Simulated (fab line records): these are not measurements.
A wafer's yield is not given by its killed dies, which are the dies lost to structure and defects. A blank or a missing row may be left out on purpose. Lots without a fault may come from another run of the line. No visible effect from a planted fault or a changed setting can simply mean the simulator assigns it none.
fab line records	flow n5-finfet
[record] lots = 24	wafers = 72	last-day = 18
route steps=1938 shown BEOL_M9@1424 BEOL_M10@1472
lots with no fault: from the same line, run without faults
start-h: the number of hours between the record's first day and the start of the first shown wafer of the lot	wait-h: hours from the lot's prior step to this one	" repeats the value in the row above	L1.1+2: one row covering several wafers at once	- either no value or no given start	* or withheld: withheld	< > ~ a bound
route shown NAME@n: a module of which the file shows steps, and the number in the route of the first	usual: mean/standard deviation taken from wafers without a fault	same: alike in all rows	chamber/n: place in a boat	sites: each site's reading	_std_site: standard deviation of those values	_edge_site: outer sites' mean less inner sites'	radius-mm: for every site, how far away it sits from the centre of the wafer	mask NAME#n: copy n	behind: the last tool/chamber to shape the wafer	hold: what put the lot on hold/how long, in hours/how the hold closed	device: whichever transistor did not switch (one of n, p or np)	end of line: at the end of the route, the tests of the same wafers	a step without rows: its recipe alone	killed: count of dies lost to structure and defects at first sort (not the wafer's yield)	map: per-die view of a wafer (x killed, . not killed, _ where there is no die)
set.NAME: the setting as run; set.NAME@STEP: as run at that earlier step	model.NAME: the simulator's own value behind a step, which no gauge read
steps of the route over a sample of lots; a table a step, a row a wafer
services: a tool's chamber out of use, with start hour (start-h, from the record's first day; less than 0 if before it), hours out, and reason
[[steps]]
[step N5_BEOL_M9_CD_MEAS_18]
[recipe] pitch-nm = 140	target-cd-nm = 70
[usual] cd-nm = 69.9/0.55
lot.wafer	tool	chamber	start-h	wait-h	cd-nm
L075.1	cd-sem-02	-	217.59	0.0	70.0
L075.3	"	-	"	"	70.5
L075.5	"	-	"	"	70.6
L074.2	cd-sem-02	-	219.59	0.1	70.4
L074.3	"	-	"	"	69.5
L074.6	"	-	"	"	69.9
L076.2	cd-sem-03	-	229.87	0.1	69.4
L076.3	"	-	"	"	70.3
L076.5	"	-	"	"	69.0
L077.3	cd-sem-02	-	237.20	0.1	70.3
L077.5	"	-	"	"	70.6
L077.6	"	-	"	"	69.8
L078.2	cd-sem-01	-	242.65	0.1	69.2
L078.4	"	-	"	"	69.9
L078.6	"	-	"	"	70.3
L080.1	cd-sem-02	-	254.10	0.0	69.9
L080.3	"	-	"	"	70.5
L080.5	"	-	"	"	69.4
L079.2	cd-sem-03	-	259.80	0.1	71.2
L079.3	"	-	"	"	70.2
L079.6	"	-	"	"	70.7
L081.1	cd-sem-02	-	263.56	0.0	69.2
L081.3	"	-	"	"	69.2
L081.6	"	-	"	"	69.4
L083.3	cd-sem-02	-	267.27	0.1	70.6
L083.4	"	-	"	"	69.7
L083.5	"	-	"	"	70.4
L082.2	cd-sem-02	-	275.80	0.1	69.4
L082.3	"	-	"	"	69.0
L082.5	"	-	"	"	70.2
L084.1	cd-sem-02	-	284.81	0.0	69.4
L084.2	"	-	"	"	69.3
L084.4	"	-	"	"	69.4
L085.2	cd-sem-01	-	290.93	0.1	69.6
L085.3	"	-	"	"	70.5
L085.5	"	-	"	"	70.2
L086.1	cd-sem-02	-	291.57	0.0	69.5
L086.4	"	-	"	"	69.5
L086.6	"	-	"	"	69.8
L087.1	cd-sem-01	-	303.56	0.0	69.4
L087.4	"	-	"	"	69.3
L087.5	"	-	"	"	69.7
L088.2	cd-sem-02	-	304.03	0.1	69.5
L088.5	"	-	"	"	69.7
L088.6	"	-	"	"	69.6
L089.4	cd-sem-01	-	304.27	0.1	69.6
L089.5	"	-	"	"	69.1
L089.6	"	-	"	"	69.8
L090.1	cd-sem-02	-	311.25	0.0	69.9
L090.2	"	-	"	"	70.7
L090.6	"	-	"	"	70.3
L091.1	cd-sem-03	-	311.54	0.1	70.4
L091.3	"	-	"	"	69.9
L091.5	"	-	"	"	70.3
L092.1	cd-sem-03	-	326.86	0.0	69.6
L092.2	"	-	"	"	70.6
L092.6	"	-	"	"	69.5
L094.1	cd-sem-01	-	327.28	0.0	69.9
L094.5	"	-	"	"	70.0
L094.6	"	-	"	"	70.4
L093.1	cd-sem-02	-	333.94	0.0	69.3
L093.4	"	-	"	"	69.3
L093.5	"	-	"	"	69.6
L095.1	cd-sem-01	-	347.46	0.0	69.9
L095.2	"	-	"	"	69.8
L095.4	"	-	"	"	71.1
L096.2	cd-sem-01	-	351.83	0.1	70.3
L096.3	"	-	"	"	69.1
L096.5	"	-	"	"	69.6
L097.1	cd-sem-03	-	363.64	0.0	69.3
L097.3	"	-	"	"	69.7
L097.5	"	-	"	"	70.2
[step N5_BEOL_M9_CMP_52]
[recipe] stop-on = SiCOH_lowk	t-overpolish-s = 7	down-force-psi = 1	platen-rpm = 50	clearing-platen-down-force-psi = 1.5	clearing-platen-rpm = 50	post-cmp-clean = cu-alkaline	target-thk-nm = 140	clearing-platen-pad-velocity-m-s = 0.99484	pad-velocity-m-s = 0.99484
[usual] barrier-field-endpoint-s = 29.0/0.74	motor-current-A = 6.0/0.49	overpolish-run-s = 6.999/0.009	time-to-endpoint-s = 66/3.4
lot.wafer	tool	chamber	start-h	wait-h	barrier-field-endpoint-s	motor-current-A	overpolish-run-s	time-to-endpoint-s
L075.3	cmp-02	2	224.02	0.2	29.1	5.5	6.995	68
L075.1	"	3	"	"	27.9	5.7	6.995	61
L075.5	"	2	"	"	28.9	5.7	7.001	67
L074.3	cmp-02	0	225.16	0.2	28.2	6.3	7.004	64
L074.2	"	1	"	"	27.8	6.0	7.005	60
L074.6	"	0	"	"	28.3	6.4	6.989	65
L076.2	cmp-01	0	236.05	0.2	29.2	5.4	7.007	66
L076.3	"	2	"	"	30.1	6.1	6.998	68
L076.5	"	0	"	"	29.9	5.7	7.005	66
L077.3	cmp-03	2	243.10	0.3	28.5	6.2	6.997	67
L077.6	"	3	"	"	28.6	7.5	7.000	70
L077.5	"	0	"	"	29.7	5.8	7.014	71
L078.4	cmp-03	0	245.34	0.2	29.7	5.9	6.993	68
L078.2	"	2	"	"	30.0	6.2	7.010	73
L078.6	"	3	"	"	29.5	7.7	6.997	70
L080.1	cmp-03	2	261.86	0.3	29.7	6.1	7.000	69
L080.3	"	0	"	"	30.4	5.9	6.999	70
L080.5	"	3	"	"	30.4	7.6	6.985	70
L079.3	cmp-01	0	266.84	0.2	28.2	5.8	6.992	61
L079.2	"	3	"	"	28.0	6.2	6.977	61
L079.6	"	0	"	"	28.5	5.5	6.985	64
L081.3	cmp-02	0	267.93	0.2	29.8	6.3	7.004	68
L081.1	"	1	"	"	28.6	6.0	6.986	60
L081.6	"	3	"	"	28.9	5.6	7.006	62
L083.3	cmp-01	0	271.15	0.2	28.3	5.5	6.994	62
L083.4	"	3	"	"	28.1	6.1	6.979	63
L083.5	"	0	"	"	28.6	5.5	7.017	61
L082.3	cmp-02	1	280.00	0.2	28.1	5.8	7.009	65
L082.2	"	3	"	"	27.9	5.6	6.989	64
L082.5	"	1	"	"	28.8	6.0	6.991	67
L084.1	cmp-01	1	288.35	0.3	29.5	5.7	7.008	63
L084.4	"	2	"	"	29.5	6.4	7.004	60
L084.2	"	0	"	"	28.4	5.5	7.001	61
L085.2	cmp-02	3	295.05	0.2	27.9	5.6	6.999	65
L085.3	"	1	"	"	28.0	6.0	6.994	64
L085.5	"	0	"	"	29.5	6.2	6.998	69
L086.1	cmp-02	2	297.46	0.3	29.1	5.6	6.986	67
L086.4	"	3	"	"	28.3	5.8	6.998	61
L086.6	"	0	"	"	28.8	6.4	6.996	66
L087.4	cmp-02	1	307.96	0.2	29.1	5.8	7.003	66
L087.1	"	2	"	"	28.7	5.9	7.005	67
L087.5	"	1	"	"	28.8	6.0	6.995	65
L089.4	cmp-02	3	308.58	0.2	28.7	5.5	7.001	61
L089.6	"	3	"	"	28.6	5.3	6.995	62
L089.5	"	0	"	"	29.3	6.4	6.992	66
L088.2	cmp-03	0	309.73	0.5	30.0	6.1	7.010	70
L088.6	"	0	"	"	30.0	6.1	7.006	70
L088.5	"	1	"	"	29.5	6.8	6.993	68
L090.1	cmp-03	1	315.30	0.3	28.8	6.1	7.004	65
L090.2	"	2	"	"	29.1	6.3	7.010	66
L090.6	"	1	"	"	29.2	7.0	6.998	68
L091.3	cmp-01	1	316.06	0.2	27.8	5.6	6.995	59
L091.1	"	2	"	"	28.5	6.3	7.004	65
L091.5	"	0	"	"	29.0	5.5	7.000	64
L094.1	cmp-01	0	332.29	0.3	28.0	5.6	7.000	62
L094.5	"	0	"	"	29.0	5.5	7.008	62
L094.6	"	1	"	"	29.0	5.6	6.988	62
L092.1	cmp-02	0	332.74	0.3	29.8	6.5	6.987	72
L092.2	"	1	"	"	29.3	6.0	6.998	66
L092.6	"	3	"	"	28.8	5.5	7.002	65
L093.4	cmp-01	0	336.89	0.1	28.7	5.6	6.985	61
L093.1	"	3	"	"	28.6	5.8	7.001	67
L093.5	"	0	"	"	29.3	5.7	7.004	64
L095.2	cmp-02	1	350.86	0.2	29.0	5.8	6.998	64
L095.1	"	2	"	"	28.8	6.0	7.013	65
L095.4	"	3	"	"	28.8	5.7	7.007	64
L096.2	cmp-01	1	356.62	0.2	27.8	5.8	7.007	63
L096.3	"	0	"	"	28.7	5.7	7.015	65
L096.5	"	2	"	"	28.0	6.0	6.987	63
L097.1	cmp-01	0	369.32	0.3	27.7	5.6	7.018	63
L097.3	"	1	"	"	28.6	5.6	6.989	63
L097.5	"	3	"	"	28.4	6.1	7.003	65
[step N5_BEOL_M9_INSPECT_58]
[recipe] inspect-instrument = darkfield	mode = post-dep
[usual] raw-defect-count = 74/24
lot.wafer	tool	chamber	start-h	wait-h	raw-defect-count
L075.1	defect-inspect-02	-	224.50	0.0	59
L075.3	"	-	"	"	61
L075.5	"	-	"	"	80
L074.2	defect-inspect-01	-	225.69	0.0	113
L074.3	"	-	"	"	117
L074.6	"	-	"	"	113
L076.2	defect-inspect-02	-	236.50	0.0	36
L076.3	"	-	"	"	41
L076.5	"	-	"	"	59
L077.3	defect-inspect-02	-	243.45	0.0	93
L077.5	"	-	"	"	84
L077.6	"	-	"	"	68
L078.2	defect-inspect-02	-	245.76	0.0	58
L078.4	"	-	"	"	45
L078.6	"	-	"	"	42
L080.1	defect-inspect-01	-	262.32	0.0	78
L080.3	"	-	"	"	69
L080.5	"	-	"	"	86
L079.2	defect-inspect-01	-	267.30	0.0	106
L079.3	"	-	"	"	116
L079.6	"	-	"	"	100
L081.1	defect-inspect-02	-	268.34	0.0	90
L081.3	"	-	"	"	129
L081.6	"	-	"	"	143
L083.3	defect-inspect-02	-	271.61	0.0	96
L083.4	"	-	"	"	88
L083.5	"	-	"	"	112
L082.2	defect-inspect-02	-	280.42	0.0	53
L082.3	"	-	"	"	82
L082.5	"	-	"	"	78
L084.1	defect-inspect-01	-	288.80	0.0	90
L084.2	"	-	"	"	109
L084.4	"	-	"	"	144
L085.2	defect-inspect-01	-	295.51	0.0	64
L085.3	"	-	"	"	54
L085.5	"	-	"	"	62
L086.1	defect-inspect-01	-	297.84	0.0	59
L086.4	"	-	"	"	47
L086.6	"	-	"	"	93
L087.1	defect-inspect-01	-	308.37	0.0	90
L087.4	"	-	"	"	57
L087.5	"	-	"	"	47
L089.4	defect-inspect-01	-	309.04	0.0	65
L089.5	"	-	"	"	87
L089.6	"	-	"	"	61
L088.2	defect-inspect-02	-	310.18	0.0	63
L088.5	"	-	"	"	58
L088.6	"	-	"	"	68
L090.1	defect-inspect-01	-	315.76	0.0	79
L090.2	"	-	"	"	82
L090.6	"	-	"	"	36
L091.1	defect-inspect-02	-	316.48	0.0	43
L091.3	"	-	"	"	47
L091.5	"	-	"	"	47
L094.1	defect-inspect-02	-	332.75	0.0	87
L094.5	"	-	"	"	77
L094.6	"	-	"	"	37
L092.1	defect-inspect-02	-	333.16	0.0	56
L092.2	"	-	"	"	95
L092.6	"	-	"	"	62
L093.1	defect-inspect-02	-	337.38	0.0	51
L093.4	"	-	"	"	75
L093.5	"	-	"	"	55
L095.1	defect-inspect-01	-	351.28	0.0	35
L095.2	"	-	"	"	59
L095.4	"	-	"	"	32
L096.2	defect-inspect-01	-	357.08	0.0	58
L096.3	"	-	"	"	79
L096.5	"	-	"	"	81
L097.1	defect-inspect-02	-	369.70	0.0	54
L097.3	"	-	"	"	63
L097.5	"	-	"	"	47
[step N5_BEOL_M10_THK_MEAS_01]
[recipe] reads = SiCOH_lowk_of_BEOL_M10_ILD_DEP_00
[usual] M10_ILD_THK = 267/3.7
lot.wafer	tool	chamber	start-h	wait-h	M10_ILD_THK[nm]
L075.1	film-metro-02	-	225.69	0.4	270
L075.3	"	-	"	"	268
L075.5	"	-	"	"	272
L074.2	film-metro-02	-	226.35	0.4	273
L074.3	"	-	"	"	274
L074.6	"	-	"	"	274
L076.2	film-metro-01	-	237.17	0.4	261
L076.3	"	-	"	"	266
L076.5	"	-	"	"	267
L077.3	film-metro-01	-	244.07	0.3	266
L077.5	"	-	"	"	268
L077.6	"	-	"	"	268
L078.2	film-metro-02	-	246.39	0.4	264
L078.4	"	-	"	"	268
L078.6	"	-	"	"	265
L080.1	film-metro-02	-	262.95	0.4	264
L080.3	"	-	"	"	267
L080.5	"	-	"	"	269
L079.2	film-metro-02	-	267.93	0.4	261
L079.3	"	-	"	"	264
L079.6	"	-	"	"	269
L081.1	film-metro-02	-	269.45	0.8	263
L081.3	"	-	"	"	263
L081.6	"	-	"	"	267
L083.3	film-metro-02	-	272.71	0.5	262
L083.4	"	-	"	"	264
L083.5	"	-	"	"	266
L082.2	film-metro-02	-	281.05	0.4	262
L082.3	"	-	"	"	267
L082.5	"	-	"	"	274
L084.1	film-metro-01	-	289.43	0.4	263
L084.2	"	-	"	"	264
L084.4	"	-	"	"	264
L085.2	film-metro-01	-	296.14	0.4	270
L085.3	"	-	"	"	265
L085.5	"	-	"	"	272
L086.1	film-metro-02	-	298.47	0.4	265
L086.4	"	-	"	"	268
L086.6	"	-	"	"	271
L087.1	film-metro-02	-	309.00	0.4	265
L087.4	"	-	"	"	267
L087.5	"	-	"	"	269
L089.4	film-metro-02	-	309.67	0.2	263
L089.5	"	-	"	"	266
L089.6	"	-	"	"	270
L088.2	film-metro-01	-	310.81	0.4	267
L088.5	"	-	"	"	269
L088.6	"	-	"	"	270
L090.1	film-metro-01	-	316.39	0.4	263
L090.2	"	-	"	"	258
L090.6	"	-	"	"	268
L091.1	film-metro-01	-	317.11	0.4	266
L091.3	"	-	"	"	265
L091.5	"	-	"	"	270
L094.1	film-metro-02	-	333.41	0.4	263
L094.5	"	-	"	"	262
L094.6	"	-	"	"	263
L092.1	film-metro-01	-	333.80	0.4	271
L092.2	"	-	"	"	273
L092.6	"	-	"	"	275
L093.1	film-metro-01	-	338.03	0.4	263
L093.4	"	-	"	"	266
L093.5	"	-	"	"	266
L095.1	film-metro-02	-	351.94	0.4	269
L095.2	"	-	"	"	266
L095.4	"	-	"	"	267
L096.2	film-metro-01	-	357.70	0.4	262
L096.3	"	-	"	"	267
L096.5	"	-	"	"	267
L097.1	film-metro-01	-	370.32	0.4	263
L097.3	"	-	"	"	267
L097.5	"	-	"	"	270
[step N5_BEOL_M10_INSPECT_13]
[recipe] mode = adi	inspect-instrument = brightfield
[usual] raw-defect-count = 408/98
lot.wafer	tool	chamber	start-h	wait-h	raw-defect-count
L075.1	defect-inspect-01	-	226.36	0.0	442
L075.3	"	-	"	"	315
L075.5	"	-	"	"	389
L074.2	defect-inspect-02	-	228.60	0.0	574
L074.3	"	-	"	"	678
L074.6	"	-	"	"	672
L076.2	defect-inspect-02	-	237.82	0.0	307
L076.3	"	-	"	"	303
L076.5	"	-	"	"	332
L077.3	defect-inspect-01	-	245.05	0.0	311
L077.5	"	-	"	"	286
L077.6	"	-	"	"	230
L078.2	defect-inspect-01	-	248.48	0.0	398
L078.4	"	-	"	"	366
L078.6	"	-	"	"	434
L080.1	defect-inspect-02	-	263.59	0.0	396
L080.3	"	-	"	"	472
L080.5	"	-	"	"	421
L079.2	defect-inspect-01	-	270.10	0.0	501
L079.3	"	-	"	"	477
L079.6	"	-	"	"	520
L081.1	defect-inspect-02	-	270.53	0.0	371
L081.3	"	-	"	"	449
L081.6	"	-	"	"	421
L083.3	defect-inspect-01	-	274.61	0.0	348
L083.4	"	-	"	"	352
L083.5	"	-	"	"	556
L082.2	defect-inspect-01	-	284.13	0.0	326
L082.3	"	-	"	"	394
L082.5	"	-	"	"	379
L084.1	defect-inspect-02	-	290.99	0.0	417
L084.2	"	-	"	"	465
L084.4	"	-	"	"	551
L085.2	defect-inspect-02	-	297.49	0.0	329
L085.3	"	-	"	"	278
L085.5	"	-	"	"	353
L086.1	defect-inspect-02	-	300.88	0.0	359
L086.4	"	-	"	"	391
L086.6	"	-	"	"	521
L087.1	defect-inspect-02	-	310.58	0.0	443
L087.4	"	-	"	"	387
L087.5	"	-	"	"	357
L089.4	defect-inspect-01	-	310.76	0.0	315
L089.5	"	-	"	"	420
L089.6	"	-	"	"	352
L088.2	defect-inspect-02	-	311.33	0.0	378
L088.5	"	-	"	"	287
L088.6	"	-	"	"	332
L090.1	defect-inspect-02	-	317.97	0.0	548
L090.2	"	-	"	"	576
L090.6	"	-	"	"	517
L091.1	defect-inspect-02	-	318.12	0.0	413
L091.3	"	-	"	"	474
L091.5	"	-	"	"	278
L094.1	defect-inspect-01	-	335.45	0.0	446
L094.5	"	-	"	"	463
L094.6	"	-	"	"	261
L092.1	defect-inspect-01	-	335.62	0.0	560
L092.2	"	-	"	"	572
L092.6	"	-	"	"	382
L093.1	defect-inspect-01	-	338.81	0.0	294
L093.4	"	-	"	"	312
L093.5	"	-	"	"	326
L095.1	defect-inspect-01	-	355.29	0.0	267
L095.2	"	-	"	"	335
L095.4	"	-	"	"	340
L096.2	defect-inspect-01	-	358.88	0.0	478
L096.3	"	-	"	"	554
L096.5	"	-	"	"	477
L097.1	defect-inspect-02	-	371.51	0.0	312
L097.3	"	-	"	"	362
L097.5	"	-	"	"	312
[step N5_BEOL_M10_SURFACE_TREAT_76]
[recipe] gas = Ar	time-s = *	ion-energy-ev = *	ion-current-ma-cm2 = 0.5	pressure-mtorr = *	ar-flow-sccm = 30
[usual] throttle-valve-pct = *
[same] time-s = *
lot.wafer	tool	chamber	start-h	wait-h	throttle-valve-pct
L075.1	pvd-sputter-02	-	229.09	0.2	*
L075.3	"	-	"	"	*
L075.5	"	-	"	"	*
L074.2	pvd-sputter-02	-	231.72	0.2	*
L074.3	"	-	"	"	*
L074.6	"	-	"	"	*
L076.2	pvd-sputter-01	-	240.90	0.3	*
L076.3	"	-	"	"	*
L076.5	"	-	"	"	*
L077.3	pvd-sputter-03	-	248.88	0.2	*
L077.5	"	-	"	"	*
L077.6	"	-	"	"	*
L078.2	pvd-sputter-02	-	258.80	0.2	*
L078.4	"	-	"	"	*
L078.6	"	-	"	"	*
L080.1	pvd-sputter-02	-	266.71	0.2	*
L080.3	"	-	"	"	*
L080.5	"	-	"	"	*
L081.1	pvd-sputter-01	-	274.94	0.2	*
L081.3	"	-	"	"	*
L081.6	"	-	"	"	*
L079.2	pvd-sputter-02	-	275.00	0.3	*
L079.3	"	-	"	"	*
L079.6	"	-	"	"	*
L083.3	pvd-sputter-03	-	278.93	0.2	*
L083.4	"	-	"	"	*
L083.5	"	-	"	"	*
L082.2	pvd-sputter-01	-	287.13	0.2	*
L082.3	"	-	"	"	*
L082.5	"	-	"	"	*
L084.1	pvd-sputter-02	-	296.70	1.7	*
L084.2	"	-	"	"	*
L084.4	"	-	"	"	*
L085.2	pvd-sputter-03	-	304.02	0.3	*
L085.3	"	-	"	"	*
L085.5	"	-	"	"	*
L086.1	pvd-sputter-01	-	304.24	0.4	*
L086.4	"	-	"	"	*
L086.6	"	-	"	"	*
L089.4	pvd-sputter-03	-	314.11	0.2	*
L089.5	"	-	"	"	*
L089.6	"	-	"	"	*
L087.1	pvd-sputter-01	-	315.08	0.2	*
L087.4	"	-	"	"	*
L087.5	"	-	"	"	*
L088.2	pvd-sputter-01	-	315.36	0.3	*
L088.5	"	-	"	"	*
L088.6	"	-	"	"	*
L090.1	pvd-sputter-01	-	322.19	0.2	*
L090.2	"	-	"	"	*
L090.6	"	-	"	"	*
L091.1	pvd-sputter-01	-	322.23	0.2	*
L091.3	"	-	"	"	*
L091.5	"	-	"	"	*
L094.1	pvd-sputter-02	-	338.59	0.3	*
L094.5	"	-	"	"	*
L094.6	"	-	"	"	*
L092.1	pvd-sputter-03	-	338.88	0.4	*
L092.2	"	-	"	"	*
L092.6	"	-	"	"	*
L093.1	pvd-sputter-01	-	342.28	0.3	*
L093.4	"	-	"	"	*
L093.5	"	-	"	"	*
L095.1	pvd-sputter-03	-	361.52	1.5	*
L095.2	"	-	"	"	*
L095.4	"	-	"	"	*
L096.2	pvd-sputter-03	-	362.62	0.2	*
L096.3	"	-	"	"	*
L096.5	"	-	"	"	*
L097.1	pvd-sputter-02	-	375.87	0.3	*
L097.3	"	-	"	"	*
L097.5	"	-	"	"	*
[[services]]
tool	chamber	start-h	hours	kind
cmp-01	-	207.65	1.6	repair
cmp-02	-	210.90	4.0	pm
cmp-02	-	214.90	-	consumable-replace:conditioner
cmp-02	-	214.90	-	consumable-replace:pad
cmp-02	-	233.10	0.6	repair
pvd-sputter-03	-	254.06	7.5	repair
cmp-03	-	266.47	0.5	repair
cmp-01	-	276.31	4.0	pm
cmp-01	-	280.31	-	consumable-replace:conditioner
cmp-01	-	280.31	-	consumable-replace:pad
cmp-03	-	305.50	4.0	pm
cmp-03	-	309.50	-	consumable-replace:conditioner
cmp-03	-	309.50	-	consumable-replace:pad
cmp-02	-	311.34	5.7	pm
pvd-sputter-01	-	351.60	5.5	repair
cmp-02	-	361.67	3.1	repair
[[key]]
fault none
